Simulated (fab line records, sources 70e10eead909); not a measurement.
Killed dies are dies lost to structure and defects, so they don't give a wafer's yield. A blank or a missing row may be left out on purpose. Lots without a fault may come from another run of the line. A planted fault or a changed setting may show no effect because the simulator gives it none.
fab line records | flow nand_harc
record lots=24 wafers=72 last_day=25
route steps=1159 shown A_WL_FILL@824 A_CONTACT@870
lots that met no fault: from a run of the same line without faults
start_h: hours from the record's first day to the start of the lot's first wafer shown | wait_h: hours since the lot's step before | " the same as in the row above | L1.1+2: a row that stands for several wafers | - no value, or no start given | * or withheld: withheld | < > ~ a bound
route shown NAME@n: a module of which the file shows steps, and the number in the route of the first | usual: mean/standard deviation of fault-free wafers | same: alike in all rows | chamber/n: place in a boat | sites: the reading at each site | _std_site: their standard deviation | _edge_site: outer sites' mean less inner sites' | radius_mm: how far each site lies from the wafer's centre | mask NAME#n: copy n | behind: the tool/chamber that last shaped the wafer | hold: why the lot was held/for how many hours/how that ended | device: the transistor (n, p or np) that didn't switch | end of line: the same wafers' tests at the end of the route | a step without rows: its recipe alone | killed: dies lost to structure and defects at the first sort, not the wafer's yield | map: a wafer's dies, x killed, . not, _ none there
set.NAME: the setting as run; set.NAME@STEP: as run at that earlier step | model.NAME: the simulator's own value behind a step, which no gauge read
steps of the route over a sample of lots; a table a step, a row a wafer
services: from which hour (start_h, from the record's first day; less than 0 if before it) a tool's chamber was out of use, for how many hours, and why
## steps
# step NHARC_A_WL_FILL_STRIP_29
# recipe time_s=20 o2_flow_sccm=500 ar_flow_sccm=0 bias_w=0 chemistry=O2
# usual chamber_pressure_mTorr=60.00/0.058 drypump_motor_current_A=6.1/0.35 mfc_ar_sccm=0.010/0.015 oes_product_au=1.000/0.0077 rf_vpp_V=58.1/0.81 showerhead_plenum_p_Torr=3.63/0.12 throttle_valve_pct=17.037/0.0088
# same bias_w=0
# columns lot.wafer tool chamber start_h wait_h chamber_pressure_mTorr drypump_motor_current_A mfc_ar_sccm oes_product_au rf_hours_counter_h rf_vpp_V showerhead_plenum_p_Torr throttle_valve_pct
L074.4 rie_diel-13 3 348.32 0.1 60.06 6.1 0 1.013 2.1 58.8 3.78 17.044
L074.1 " 1 " " 60.07 5.9 0 1.001 2.3 58.2 3.46 17.030
L074.5 " 2 " " 60.02 6.0 0 0.992 - 58.8 3.70 17.045
L077.3 rie_diel-13 1 357.00 0.1 60.01 5.9 0 1.001 2.7 57.7 3.46 17.027
L077.4 " 0 " " 60.02 6.8 0.024 0.989 2.6 59.1 3.75 17.039
L077.6 " 1 " " 59.98 5.9 0 1.004 - 58.0 3.46 17.043
L076.2 rie_diel-02 1 357.06 0.1 60.01 6.1 0 0.989 0.4 58.1 3.64 17.024
L076.1 " 2 " " 59.94 5.5 0.006 0.988 0.4 58.6 3.65 17.017
L076.6 " 2 " " 60.03 5.5 0.006 0.993 - 58.1 3.65 17.045
L075.2 rie_diel-13 0 361.16 0.1 59.95 6.8 0.024 0.995 2.8 58.7 3.75 17.037
L075.4 " 1 " " 60.08 5.9 0 1.002 2.9 56.7 3.46 17.045
L075.6 " 3 " " 59.98 6.1 0 1.011 - 58.3 3.78 17.033
L078.3 rie_diel-03 1 361.20 0.1 60.04 6.1 0.045 1.003 8.6 57.1 3.60 17.027
L078.4 " 3 " " 60.04 6.1 0.045 0.989 8.5 60.0 3.77 17.045
L078.5 " 0 " " 60.08 5.7 0.017 0.992 - 57.4 3.51 17.019
L079.3 rie_diel-03 2 369.78 0.1 59.93 6.0 0.002 0.993 8.8 57.9 3.60 17.047
L079.2 " 1 " " 60.00 6.2 0.045 0.998 8.8 58.7 3.60 17.044
L079.5 " 3 " " 59.91 6.1 0.045 1.000 - 57.8 3.77 17.037
L080.2 rie_diel-13 3 374.93 0.1 59.99 6.1 0 1.007 3.1 57.0 3.78 17.025
L080.3 " 1 " " 60.02 5.9 0 1.007 3.5 57.4 3.46 17.023
L080.1 " 2 " " 60.08 6.1 0 0.993 3.2 58.3 3.70 17.043
L081.4 rie_diel-03 3 389.58 0.1 60.01 6.1 0.045 1.007 11.1 59.9 3.77 17.049
L081.1 " 0 " " 60.02 5.7 0.017 0.998 9.7 58.9 3.51 17.039
L081.6 " 0 " " 60.02 5.7 0.017 0.999 - 58.3 3.51 17.019
L082.3 rie_diel-02 0 392.72 0.1 59.98 5.8 0 0.994 1.3 56.6 3.50 17.036
L082.2 " 2 " " 59.95 5.5 0.006 0.996 1.2 59.1 3.65 17.046
L082.6 " 0 " " 59.88 5.7 0 0.986 - 57.3 3.50 17.047
L083.2 rie_diel-13 0 401.02 0.1 59.96 6.8 0.024 1.001 4.2 57.1 3.75 17.036
L083.4 " 1 " " 60.07 5.9 0 1.011 4.5 58.8 3.46 17.038
L083.5 " 3 " " 59.96 6.1 0 1.011 - 58.5 3.78 17.052
L084.1 rie_diel-02 3 402.17 0.1 60.02 6.6 0.004 1.012 1.5 59.2 3.41 17.034
L084.4 " 1 " " 60.00 6.1 0 1.007 1.6 58.6 3.64 17.030
L084.6 " 0 " " 59.99 5.8 0 1.004 - 57.9 3.50 17.039
L087.1 rie_diel-02 2 425.32 0.1 60.07 5.5 0.006 1.002 2.0 57.4 3.64 17.030
L087.4 " 1 " " 59.99 6.1 0 1.006 2.1 57.2 3.64 17.039
L087.5 " 3 " " 60.08 6.6 0.004 1.008 - 58.0 3.41 17.053
L086.2 rie_diel-03 0 425.80 0.5 60.15 5.7 0.017 0.989 2.2 56.9 3.51 17.036
L086.1 " 1 " " 59.90 6.2 0.045 0.996 1.4 57.6 3.59 17.041
L086.4 " 3 " " 60.00 6.1 0.045 0.996 2.1 58.1 3.77 17.060
L089.4 rie_diel-13 2 434.90 0.1 60.05 6.0 0 0.984 6.2 57.6 3.70 17.035
L089.1 " 3 " " 59.96 6.1 0 0.998 5.9 58.8 3.78 17.032
L089.5 " 2 " " 59.91 6.1 0 0.978 - 58.7 3.70 17.051
L085.1 rie_diel-02 3 436.49 0.1 60.05 6.6 0.004 1.006 2.3 57.9 3.41 17.034
L085.3 " 0 " " 60.06 5.7 0 1.003 2.3 57.3 3.50 17.042
L085.6 " 1 " " 59.91 6.1 0 1.005 - 57.0 3.64 17.025
L088.4 rie_diel-13 1 439.57 0.1 60.02 5.9 0 1.005 5.6 56.1 3.46 17.034
L088.3 " 3 " " 60.06 6.1 0 1.004 6.1 58.9 3.78 17.046
L088.5 " 1 " " 60.04 5.9 0 1.010 - 57.8 3.46 17.035
L092.2 rie_diel-02 0 442.67 0.1 60.03 5.7 0 1.000 2.5 57.6 3.50 17.034
L092.3 " 2 " " 60.02 5.5 0.006 1.012 2.4 58.8 3.64 17.041
L092.6 " 1 " " 59.95 6.1 0 1.006 - 58.4 3.64 17.019
L090.3 rie_diel-13 2 443.48 0.1 59.93 6.1 0 0.992 6.6 57.2 3.70 17.033
L090.1 " 0 " " 60.02 6.8 0.024 0.995 6.3 58.2 3.75 17.044
L090.6 " 1 " " 60.04 5.9 0 1.014 - 57.5 3.46 17.032
L091.2 rie_diel-03 1 445.45 0.1 59.95 6.2 0.045 1.007 2.9 59.0 3.59 17.040
L091.4 " 3 " " 59.98 6.1 0.045 1.004 3.7 58.1 3.77 17.025
L091.6 " 1 " " 60.00 6.2 0.045 1.005 - 57.9 3.59 17.043
L093.2 rie_diel-03 2 459.63 0.1 60.00 6.1 0.002 1.000 3.6 59.2 3.60 17.030
L093.3 " 3 " " 60.04 6.0 0.045 1.004 4.8 58.8 3.77 17.033
L093.4 " 0 " " 59.89 5.7 0.017 1.010 4.9 58.0 3.50 17.035
L094.4 rie_diel-02 3 471.19 0.1 59.96 6.6 0.004 1.011 3.0 57.6 3.41 17.028
L094.5 " 2 " " 59.98 5.5 0.006 1.003 - 57.7 3.64 17.040
L094.6 " 3 " " 60.02 6.6 0.004 0.999 - 56.0 3.41 17.023
L095.2 rie_diel-13 2 471.29 0.1 59.95 6.1 0 0.991 0.2 58.4 3.70 17.046
L095.5 " 3 " " 59.97 6.0 0 1.003 - 58.6 3.78 17.038
L095.6 " 0 " " 59.96 6.8 0.024 0.993 - 58.5 3.74 17.026
L097.3 rie_diel-13 0 483.33 0.1 60.09 6.8 0.024 0.996 1.2 59.8 3.74 17.039
L097.4 " 3 " " 59.94 6.1 0 0.995 - 58.8 3.78 17.044
L097.6 " 0 " " 60.06 6.8 0.024 0.984 - 59.3 3.74 17.036
L096.4 rie_diel-13 2 488.71 0.1 59.98 6.1 0 1.007 0.8 57.4 3.70 17.050
L096.3 " 1 " " 59.98 5.9 0 1.002 0.0 58.4 3.46 17.048
L096.5 " 3 " " 60.00 6.1 0 0.998 - 57.2 3.77 17.030
# step NHARC_A_WL_FILL_INSPECT_15
# usual raw_defect_count=407/150
# columns lot.wafer tool chamber start_h wait_h raw_defect_count
L074.1 defect_inspect-01 - 359.75 0.0 273
L074.4 " - " " 468
L074.5 " - " " 290
L077.3 defect_inspect-02 - 368.13 0.0 238
L077.4 " - " " 378
L077.6 " - " " 235
L076.1 defect_inspect-02 - 368.18 0.0 326
L076.2 " - " " 462
L076.6 " - " " 278
L075.2 defect_inspect-01 - 372.44 0.0 257
L075.4 " - " " 352
L075.6 " - " " 228
L078.3 defect_inspect-02 - 372.86 0.0 231
L078.4 " - " " 347
L078.5 " - " " 196
L079.2 defect_inspect-01 - 383.91 0.0 358
L079.3 " - " " 292
L079.5 " - " " 360
L080.1 defect_inspect-01 - 386.83 0.0 671
L080.2 " - " " 381
L080.3 " - " " 428
L081.1 defect_inspect-02 - 401.15 0.0 306
L081.4 " - " " 332
L081.6 " - " " 319
L082.2 defect_inspect-01 - 404.31 0.0 447
L082.3 " - " " 351
L082.6 " - " " 420
L083.2 defect_inspect-01 - 412.56 0.0 246
L083.4 " - " " 323
L083.5 " - " " 258
L084.1 defect_inspect-01 - 416.80 0.0 394
L084.4 " - " " 357
L084.6 " - " " 401
L086.1 defect_inspect-02 - 437.31 0.0 433
L086.2 " - " " 479
L086.4 " - " " 678
L087.1 defect_inspect-01 - 439.67 0.0 355
L087.4 " - " " 485
L087.5 " - " " 696
L085.1 defect_inspect-01 - 447.01 0.0 644
L085.3 " - " " 763
L085.6 " - " " 729
L089.1 defect_inspect-01 - 447.14 0.0 292
L089.4 " - " " 305
L089.5 " - " " 462
L088.3 defect_inspect-01 - 453.24 0.0 456
L088.4 " - " " 350
L088.5 " - " " 484
L090.1 defect_inspect-02 - 454.20 0.0 288
L090.3 " - " " 204
L090.6 " - " " 236
L092.2 defect_inspect-01 - 457.49 0.0 399
L092.3 " - " " 325
L092.6 " - " " 406
L091.2 defect_inspect-01 - 458.54 0.0 470
L091.4 " - " " 565
L091.6 " - " " 716
L093.2 defect_inspect-01 - 471.05 0.0 485
L093.3 " - " " 371
L093.4 " - " " 318
L095.2 defect_inspect-02 - 492.67 0.0 382
L095.5 " - " " 307
L095.6 " - " " 519
L094.4 defect_inspect-01 - 496.95 0.0 663
L094.5 " - " " 682
L094.6 " - " " 828
L097.3 defect_inspect-02 - 501.98 0.0 418
L097.4 " - " " 349
L097.6 " - " " 334
L096.3 defect_inspect-02 - 507.54 0.0 499
L096.4 " - " " 410
L096.5 " - " " 444
# step NHARC_A_CONTACT_ETCH_119
# recipe source_w=withheld pressure_mtorr=20 bias_v=3000 time_s=94 target_depth_a=9220 ar_flow_sccm=withheld c4f8_flow_sccm=withheld o2_flow_sccm=withheld chemistry=C4F8/O2/Ar
# usual chamber_pressure_mTorr=19.999/0.019
# columns lot.wafer tool chamber start_h wait_h chamber_pressure_mTorr rf_hours_counter_h
L074.1 har_cap_etch-01 1 365.97 0.1 20.017 59
L074.4 " 1 " " 20.040 -
L074.5 " 0 " " 20.011 -
L077.4 har_cap_etch-03 1 374.95 0.1 20.001 -
L077.3 " 0 " " 19.981 -
L077.6 " 0 " " 19.998 -
L076.2 har_cap_etch-02 1 375.06 0.1 19.986 10
L076.1 " 0 " " 20.004 10
L076.6 " 1 " " 19.988 -
L075.2 har_cap_etch-01 0 381.33 0.1 20.036 61
L075.4 " 0 " " 20.006 -
L075.6 " 1 " " 20.024 -
L078.3 har_cap_etch-03 0 381.94 0.1 19.989 -
L078.4 " 1 " " 19.979 -
L078.5 " 0 " " 20.019 -
L079.2 har_cap_etch-01 1 390.22 0.1 20.018 64
L079.3 " 1 " " 19.979 -
L079.5 " 1 " " 20.030 -
L080.2 har_cap_etch-02 1 393.23 0.1 20.002 14
L080.1 " 0 " " 19.978 14
L080.3 " 1 " " 20.018 -
L081.1 har_cap_etch-02 0 407.03 0.1 19.989 17
L081.4 " 1 " " 19.987 -
L081.6 " 1 " " 19.991 -
L082.2 har_cap_etch-03 0 415.58 0.1 19.989 86
L082.3 " 1 " " 20.011 -
L082.6 " 1 " " 20.018 -
L083.2 har_cap_etch-01 1 421.61 0.1 19.981 68
L083.4 " 1 " " 20.006 -
L083.5 " 0 " " 19.949 -
L084.1 har_cap_etch-02 0 424.43 0.1 19.986 19
L084.4 " 1 " " 19.997 -
L084.6 " 0 " " 20.009 -
L086.2 har_cap_etch-01 0 443.69 0.1 19.976 71
L086.1 " 1 " " 20.009 71
L086.4 " 0 " " 20.027 -
L087.1 har_cap_etch-03 1 445.50 0.1 19.985 90
L087.4 " 1 " " 20.001 -
L087.5 " 1 " " 20.017 -
L089.1 har_cap_etch-03 0 453.07 0.1 19.986 91
L089.4 " 0 " " 19.995 -
L089.5 " 0 " " 19.965 -
L085.1 har_cap_etch-02 1 453.14 0.1 20.011 24
L085.3 " 1 " " 20.007 -
L085.6 " 0 " " 19.964 -
L088.3 har_cap_etch-02 0 459.42 0.1 19.994 -
L088.4 " 1 " " 20.010 -
L088.5 " 0 " " 19.981 -
L090.1 har_cap_etch-01 0 460.47 0.1 19.993 74
L090.3 " 1 " " 20.020 -
L090.6 " 0 " " 20.016 -
L092.2 har_cap_etch-01 0 465.46 0.1 20.042 75
L092.3 " 1 " " 19.955 -
L092.6 " 1 " " 19.998 -
L091.2 har_cap_etch-02 1 468.99 0.1 20.007 28
L091.4 " 1 " " 19.975 -
L091.6 " 0 " " 20.010 -
L093.2 har_cap_etch-01 0 477.39 0.1 19.978 79
L093.3 " 0 " " 19.977 -
L093.4 " 1 " " 19.974 -
L095.2 har_cap_etch-01 0 498.62 0.1 20.013 80
L095.6 " 1 " " 19.984 -
L095.5 " 0 " " 19.993 -
L094.4 har_cap_etch-03 0 502.90 0.1 19.978 -
L094.5 " 1 " " 19.966 -
L094.6 " 0 " " 20.041 -
L097.4 har_cap_etch-01 0 507.95 0.1 20.002 -
L097.3 " 1 " " 19.987 -
L097.6 " 1 " " 19.999 -
L096.4 har_cap_etch-03 1 515.95 0.1 20.002 -
L096.3 " 0 " " 19.998 -
L096.5 " 1 " " 19.984 -
# step NHARC_A_CONTACT_ETCH_120
# recipe source_w=withheld pressure_mtorr=20 bias_v=3000 time_s=94 target_depth_a=9220 ar_flow_sccm=withheld c4f8_flow_sccm=withheld o2_flow_sccm=withheld chemistry=C4F8/O2/Ar
# usual chamber_pressure_mTorr=20.002/0.02
# columns lot.wafer tool chamber start_h wait_h chamber_pressure_mTorr rf_hours_counter_h
L074.1 har_cap_etch-01 1 366.06 0.1 20.005 59
L074.4 " 1 " " 20.012 -
L074.5 " 0 " " 20.016 -
L077.4 har_cap_etch-03 1 375.04 0.1 20.036 -
L077.3 " 0 " " 20.015 -
L077.6 " 0 " " 20.022 -
L076.2 har_cap_etch-02 1 375.15 0.1 19.979 10
L076.1 " 0 " " 19.992 10
L076.6 " 1 " " 20.022 -
L075.2 har_cap_etch-01 0 381.42 0.1 20.015 61
L075.4 " 0 " " 20.016 -
L075.6 " 1 " " 20.005 -
L078.3 har_cap_etch-03 0 382.03 0.1 19.988 -
L078.4 " 1 " " 20.008 -
L078.5 " 0 " " 20.028 -
L079.2 har_cap_etch-01 1 390.34 0.1 20.020 64
L079.3 " 1 " " 19.981 -
L079.5 " 1 " " 20.009 -
L080.2 har_cap_etch-02 1 393.32 0.1 19.986 14
L080.1 " 0 " " 20.006 14
L080.3 " 1 " " 20.006 -
L081.1 har_cap_etch-02 0 407.11 0.1 20.006 17
L081.4 " 1 " " 20.018 -
L081.6 " 1 " " 19.993 -
L082.2 har_cap_etch-03 0 415.79 0.2 20.017 86
L082.3 " 1 " " 19.988 -
L082.6 " 1 " " 19.989 -
L083.2 har_cap_etch-01 1 421.70 0.1 20.002 68
L083.4 " 1 " " 19.997 -
L083.5 " 0 " " 20.024 -
L084.1 har_cap_etch-02 0 424.52 0.1 19.990 19
L084.4 " 1 " " 19.991 -
L084.6 " 0 " " 19.934 -
L086.2 har_cap_etch-01 0 443.78 0.1 20.010 71
L086.1 " 1 " " 19.974 71
L086.4 " 0 " " 20.026 -
L087.1 har_cap_etch-03 1 445.59 0.1 19.999 90
L087.4 " 1 " " 20.000 -
L087.5 " 1 " " 20.007 -
L089.1 har_cap_etch-03 0 453.16 0.1 20.006 91
L089.4 " 0 " " 20.000 -
L089.5 " 0 " " 19.996 -
L085.1 har_cap_etch-02 1 453.23 0.1 19.979 24
L085.3 " 1 " " 19.978 -
L085.6 " 0 " " 19.981 -
L088.3 har_cap_etch-02 0 459.51 0.1 19.997 -
L088.4 " 1 " " 19.991 -
L088.5 " 0 " " 20.023 -
L090.1 har_cap_etch-01 0 460.56 0.1 20.040 74
L090.3 " 1 " " 19.995 -
L090.6 " 0 " " 19.974 -
L092.2 har_cap_etch-01 0 465.55 0.1 20.041 75
L092.3 " 1 " " 20.022 -
L092.6 " 1 " " 19.996 -
L091.2 har_cap_etch-02 1 469.08 0.1 20.022 28
L091.4 " 1 " " 20.003 -
L091.6 " 0 " " 19.998 -
L093.2 har_cap_etch-01 0 477.48 0.1 19.969 79
L093.3 " 0 " " 20.030 -
L093.4 " 1 " " 20.030 -
L095.2 har_cap_etch-01 0 498.71 0.1 19.992 81
L095.6 " 1 " " 19.979 -
L095.5 " 0 " " 19.988 -
L094.4 har_cap_etch-03 0 502.99 0.1 20.002 -
L094.5 " 1 " " 19.999 -
L094.6 " 0 " " 20.027 -
L097.4 har_cap_etch-01 0 508.04 0.1 20.002 -
L097.3 " 1 " " 20.001 -
L097.6 " 1 " " 20.000 -
L096.4 har_cap_etch-03 1 516.04 0.1 19.987 -
L096.3 " 0 " " 19.988 -
L096.5 " 1 " " 20.040 -
# step NHARC_A_CONTACT_ETCH_126
# recipe source_w=withheld pressure_mtorr=20 bias_v=1200 time_s=155 target_depth_a=9560 ar_flow_sccm=withheld c4f8_flow_sccm=withheld o2_flow_sccm=withheld chemistry=C4F8/O2/Ar
# usual chamber_pressure_mTorr=19.999/0.019
# columns lot.wafer tool chamber start_h wait_h chamber_pressure_mTorr rf_hours_counter_h
L074.1 har_cap_etch-01 0 372.56 0.1 20.006 59
L074.4 " 1 " " 19.969 -
L074.5 " 1 " " 19.982 -
L077.4 har_cap_etch-01 1 383.29 0.1 20.015 -
L077.3 " 0 " " 20.054 -
L077.6 " 1 " " 19.996 -
L076.1 har_cap_etch-02 0 383.48 0.1 19.998 11
L076.2 " 1 " " 20.013 11
L076.6 " 1 " " 19.981 -
L075.2 har_cap_etch-03 1 388.06 0.1 19.979 81
L075.4 " 1 " " 20.016 -
L075.6 " 1 " " 20.011 -
L078.4 har_cap_etch-02 1 389.76 0.1 20.001 -
L078.3 " 0 " " 19.993 -
L078.5 " 0 " " 20.003 -
L079.2 har_cap_etch-02 0 398.24 0.1 19.993 15
L079.3 " 1 " " 19.972 -
L079.5 " 1 " " 19.977 -
L080.2 har_cap_etch-01 0 399.47 0.2 19.994 65
L080.1 " 1 " " 20.031 65
L080.3 " 1 " " 20.014 -
L081.1 har_cap_etch-02 1 415.89 0.1 19.994 18
L081.4 " 1 " " 20.046 -
L081.6 " 0 " " 19.988 -
L082.2 har_cap_etch-01 0 425.23 0.1 19.998 68
L082.3 " 0 " " 19.954 -
L082.6 " 0 " " 20.034 -
L083.2 har_cap_etch-03 0 428.86 0.1 19.990 87
L083.4 " 0 " " 20.013 -
L083.5 " 1 " " 19.993 -
L084.1 har_cap_etch-02 0 430.65 0.1 20.030 20
L084.4 " 0 " " 20.025 -
L084.6 " 1 " " 19.992 -
L086.1 har_cap_etch-02 0 449.97 0.1 20.000 22
L086.2 " 1 " " 20.013 22
L086.4 " 0 " " 19.979 -
L087.1 har_cap_etch-01 1 451.74 0.1 20.009 72
L087.4 " 1 " " 19.957 -
L087.5 " 1 " " 19.978 -
L085.1 har_cap_etch-03 1 460.60 0.1 19.996 92
L085.3 " 0 " " 20.016 -
L085.6 " 1 " " 19.966 -
L089.1 har_cap_etch-02 0 460.98 0.1 19.999 26
L089.4 " 1 " " 20.017 -
L089.5 " 0 " " 20.009 -
L088.3 har_cap_etch-03 0 467.95 0.1 20.021 -
L088.4 " 1 " " 20.014 -
L088.5 " 0 " " 20.006 -
L090.1 har_cap_etch-03 0 469.83 0.1 20.014 95
L090.3 " 1 " " 19.990 -
L090.6 " 0 " " 20.009 -
L092.2 har_cap_etch-01 1 472.61 0.1 20.004 77
L092.3 " 0 " " 20.035 -
L092.6 " 0 " " 20.014 -
L091.2 har_cap_etch-02 1 475.83 0.1 19.984 29
L091.4 " 0 " " 20.021 -
L091.6 " 1 " " 19.987 -
L093.2 har_cap_etch-03 0 483.86 0.1 20.008 98
L093.3 " 1 " " 19.999 -
L093.4 " 0 " " 20.000 -
L095.2 har_cap_etch-02 1 506.40 0.1 19.994 32
L095.5 " 1 " " 19.977 -
L095.6 " 0 " " 20.000 -
L094.4 har_cap_etch-03 0 509.18 0.1 19.968 -
L094.6 " 1 " " 20.008 -
L094.5 " 0 " " 20.003 -
L097.3 har_cap_etch-01 0 514.41 0.1 19.981 -
L097.4 " 1 " " 20.006 -
L097.6 " 0 " " 20.026 -
L096.4 har_cap_etch-01 1 522.78 0.1 19.989 -
L096.3 " 0 " " 19.994 -
L096.5 " 0 " " 19.997 -
# step NHARC_A_CONTACT_ETCH_131
# recipe source_w=withheld pressure_mtorr=20 bias_v=1200 time_s=155 target_depth_a=9560 ar_flow_sccm=withheld c4f8_flow_sccm=withheld o2_flow_sccm=withheld chemistry=C4F8/O2/Ar
# usual chamber_pressure_mTorr=19.999/0.018
# columns lot.wafer tool chamber start_h wait_h chamber_pressure_mTorr rf_hours_counter_h
L074.1 har_cap_etch-01 0 373.27 0.1 20.016 60
L074.4 " 1 " " 20.001 -
L074.5 " 1 " " 20.020 -
L077.4 har_cap_etch-01 1 384.00 0.1 20.003 -
L077.3 " 0 " " 19.995 -
L077.6 " 1 " " 19.993 -
L076.1 har_cap_etch-02 0 384.18 0.1 20.004 12
L076.2 " 1 " " 20.005 12
L076.6 " 1 " " 19.990 -
L075.2 har_cap_etch-03 1 388.76 0.1 20.053 82
L075.4 " 1 " " 20.006 -
L075.6 " 1 " " 20.005 -
L078.4 har_cap_etch-02 1 390.47 0.1 20.011 -
L078.3 " 0 " " 20.023 -
L078.5 " 0 " " 19.967 -
L079.2 har_cap_etch-02 0 398.95 0.1 20.001 16
L079.3 " 1 " " 19.999 -
L079.5 " 1 " " 20.010 -
L080.2 har_cap_etch-01 0 400.42 0.2 20.013 66
L080.1 " 1 " " 20.009 66
L080.3 " 1 " " 19.985 -
L081.1 har_cap_etch-02 1 416.59 0.1 20.003 18
L081.4 " 1 " " 19.995 -
L081.6 " 0 " " 20.002 -
L082.2 har_cap_etch-01 0 425.94 0.1 20.030 69
L082.3 " 0 " " 20.016 -
L082.6 " 0 " " 19.991 -
L083.2 har_cap_etch-03 0 429.57 0.1 19.913 88
L083.4 " 0 " " 20.030 -
L083.5 " 1 " " 20.017 -
L084.1 har_cap_etch-02 0 431.36 0.1 20.012 21
L084.4 " 0 " " 19.990 -
L084.6 " 1 " " 19.988 -
L086.1 har_cap_etch-02 0 450.69 0.1 19.996 23
L086.2 " 1 " " 19.986 23
L086.4 " 0 " " 19.992 -
L087.1 har_cap_etch-01 1 452.45 0.1 19.991 72
L087.4 " 1 " " 19.980 -
L087.5 " 1 " " 19.987 -
L085.1 har_cap_etch-03 1 461.31 0.1 20.004 93
L085.3 " 0 " " 19.970 -
L085.6 " 1 " " 20.037 -
L089.1 har_cap_etch-02 0 461.69 0.1 20.015 27
L089.4 " 1 " " 20.012 -
L089.5 " 0 " " 19.985 -
L088.3 har_cap_etch-03 0 468.66 0.1 20.017 -
L088.4 " 1 " " 19.985 -
L088.5 " 0 " " 20.004 -
L090.1 har_cap_etch-03 0 470.54 0.1 20.003 96
L090.3 " 1 " " 20.011 -
L090.6 " 0 " " 20.003 -
L092.2 har_cap_etch-01 1 473.32 0.1 20.005 77
L092.3 " 0 " " 19.975 -
L092.6 " 0 " " 20.001 -
L091.2 har_cap_etch-02 1 476.54 0.1 19.996 30
L091.4 " 0 " " 20.009 -
L091.6 " 1 " " 19.980 -
L093.2 har_cap_etch-03 0 484.56 0.1 20.009 99
L093.3 " 1 " " 20.023 -
L093.4 " 0 " " 19.994 -
L095.2 har_cap_etch-02 1 507.10 0.1 19.986 33
L095.5 " 1 " " 20.006 -
L095.6 " 0 " " 19.998 -
L094.4 har_cap_etch-03 0 509.89 0.1 19.985 -
L094.6 " 1 " " 19.953 -
L094.5 " 0 " " 19.985 -
L097.3 har_cap_etch-01 0 515.11 0.1 19.976 -
L097.4 " 1 " " 20.018 -
L097.6 " 0 " " 20.006 -
L096.4 har_cap_etch-01 1 523.49 0.1 20.035 -
L096.3 " 0 " " 20.014 -
L096.5 " 0 " " 20.000 -
## services
# columns tool chamber start_h hours kind
rie_diel-02 - 327.70 9.0 pm
rie_diel-13 0 334.00 - clean
rie_diel-13 1 334.00 - clean
rie_diel-13 2 334.00 - clean
rie_diel-13 3 334.00 - clean
rie_diel-13 0 358.50 - clean
rie_diel-13 1 358.50 - clean
rie_diel-13 2 358.50 - clean
rie_diel-13 3 358.50 - clean
rie_diel-13 0 383.00 - clean
rie_diel-13 1 383.00 - clean
rie_diel-13 2 383.00 - clean
rie_diel-13 3 383.00 - clean
rie_diel-03 - 392.30 9.0 pm
rie_diel-13 1 407.02 9.5 repair
rie_diel-13 0 407.50 - clean
rie_diel-13 2 407.50 - clean
har_cap_etch-01 - 416.83 0.6 repair
rie_diel-13 1 452.23 32.5 repair
rie_diel-13 - 453.00 9.0 pm
har_cap_etch-03 - 492.53 0.7 repair
rie_diel-13 3 494.63 3.7 repair
rie_diel-02 - 504.70 9.0 pm
rie_diel-03 2 516.17 1.5 repair
## key
fault none
